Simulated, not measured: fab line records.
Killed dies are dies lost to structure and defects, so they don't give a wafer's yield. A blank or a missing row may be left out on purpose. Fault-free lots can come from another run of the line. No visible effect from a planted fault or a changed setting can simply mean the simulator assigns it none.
Chamber matching ; flow nand-harc ; NHARC_A_M1_DESCUM_14 on rie-diel-10: 4 sister chambers
The step chemistry O2, time 3 s. 16 wafers are shown with their chamber, then 8 later ones without.

== WAFERS PAIRED WITH THEIR CHAMBERS ==
wafer;chamber;showerhead-plenum-p-Torr (Torr);drypump-motor-current-A (A);rf-vpp-V (V)
L077.2;2;1.91;5.7;56.2
L077.4;1;1.87;5.6;56.2
L077.6;0;2.03;5.8;56.8
L079.1;0;2.03;5.8;58.1
L079.2;3;2.05;5.4;60.7
L079.3;1;1.88;5.6;58.3
L080.1;0;2.03;5.8;57.3
L080.3;2;1.91;5.7;58.5
L080.5;2;1.91;5.7;58.2
L081.2;3;2.05;5.4;58.9
L081.3;1;1.87;5.6;57.7
L081.5;1;1.87;5.6;59.2
L083.2;1;1.87;5.6;59.7
L083.4;2;1.90;5.7;58.1
L083.5;0;2.03;5.7;57.6
L084.1;2;1.90;5.7;55.9

SIGNATURES (averages over the wafers above)
reading;chamber 0;chamber 1;chamber 2;chamber 3;scatter within a chamber
showerhead-plenum-p-Torr;2.0300;1.8720;1.9060;2.0500;0.00408
drypump-motor-current-A;5.775;5.600;5.700;5.400;0.025
rf-vpp-V;57.450;58.220;57.380;59.800;1.16
Rule: for each reading, subtract the chamber's mean from the wafer's reading, divide by that reading's scatter and square the result; add these up over the readings and take the root, which gives the wafer's distance from the chamber. If the next closest chamber is less than 2 further off than the closest, the wafer can't be placed; otherwise it belongs to the closest. The scatter: take each reading less its chamber's mean, square it, sum over the shown wafers, divide by the number of wafers less the number of chambers, and take the root.

== WAFERS WITHOUT THEIR CHAMBER ==
wafer;showerhead-plenum-p-Torr (Torr);drypump-motor-current-A (A);rf-vpp-V (V)
L084.3;1.87;5.6;56.5
L084.6;1.87;5.6;58.9
L085.1;1.87;5.6;57.2
L085.2;1.90;5.7;59.0
L085.4;2.05;5.4;58.3
L097.1;2.03;5.7;58.6
L097.2;2.04;5.4;58.6
L097.5;1.87;5.6;57.7

== WHICH CHAMBER EACH WENT THROUGH ==
wafer;from the rows above;in truth
L084.3;1;1
L084.6;1;1
L085.1;1;1
L085.2;2;2
L085.4;3;3
L097.1;0;0
L097.2;3;3
L097.5;1;1
Correct placement for 8 of the 8. Can't be placed from these rows: 0. Wrongly placed: 0.
